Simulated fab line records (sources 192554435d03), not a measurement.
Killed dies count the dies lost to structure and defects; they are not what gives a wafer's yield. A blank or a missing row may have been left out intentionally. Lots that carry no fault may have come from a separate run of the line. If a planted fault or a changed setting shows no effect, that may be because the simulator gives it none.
Matching of chambers ; flow n5_finfet ; N5_BEOL_M0_SAQP_PECVD_04 on pecvd-01 has 3 sister chambers
The step deposits a-Si from SiH4/He, target thk 60 nm, time 60.2 s. 6 wafers are shown with their chamber, then 8 later ones without.

== EACH WAFER AND ITS CHAMBER ==
wafer;chamber;throttle_valve_pct (%);showerhead_plenum_p_Torr (Torr)
L084.4;1;19.0;5.66
L086.4;0;18.5;5.74
L087.3;2;16.9;5.69
L087.5;2;16.6;5.69
L087.6;1;19.2;5.65
L092.1;0;18.4;5.75

== WAFERS MISSING THEIR CHAMBER ==
wafer;throttle_valve_pct (%);showerhead_plenum_p_Torr (Torr)
L092.4;19.3;5.67
L092.5;18.4;5.75
L094.1;18.7;5.75
L094.5;18.5;5.73
L094.6;16.8;5.69
L096.1;19.0;5.68
L096.3;18.1;5.74
L096.5;17.1;5.69

== CHAMBER TAKEN BY EACH ==
wafer;from the rows above;in truth
L092.4;1;1
L092.5;0;0
L094.1;0;0
L094.5;0;0
L094.6;2;2
L096.1;1;1
L096.3;0;0
L096.5;2;2
Placed correctly: 8 of 8. From these rows, 0 cannot be placed. 0 placed wrongly.
How it was worked out, from the rows above alone: a wafer's distance from a chamber is the root of the sum, over the readings, of the square of ((its reading less the chamber's mean) divided by the reading's scatter). If the next closest chamber is less than 2 further off than the closest, the wafer can't be placed; otherwise it belongs to the closest. For every chamber, the mean is computed from those of its wafers that are shown. How the scatter is found: for the shown wafers, subtract from each reading the mean of its chamber, square and add these, divide the total by (wafers less chambers), then take the root.
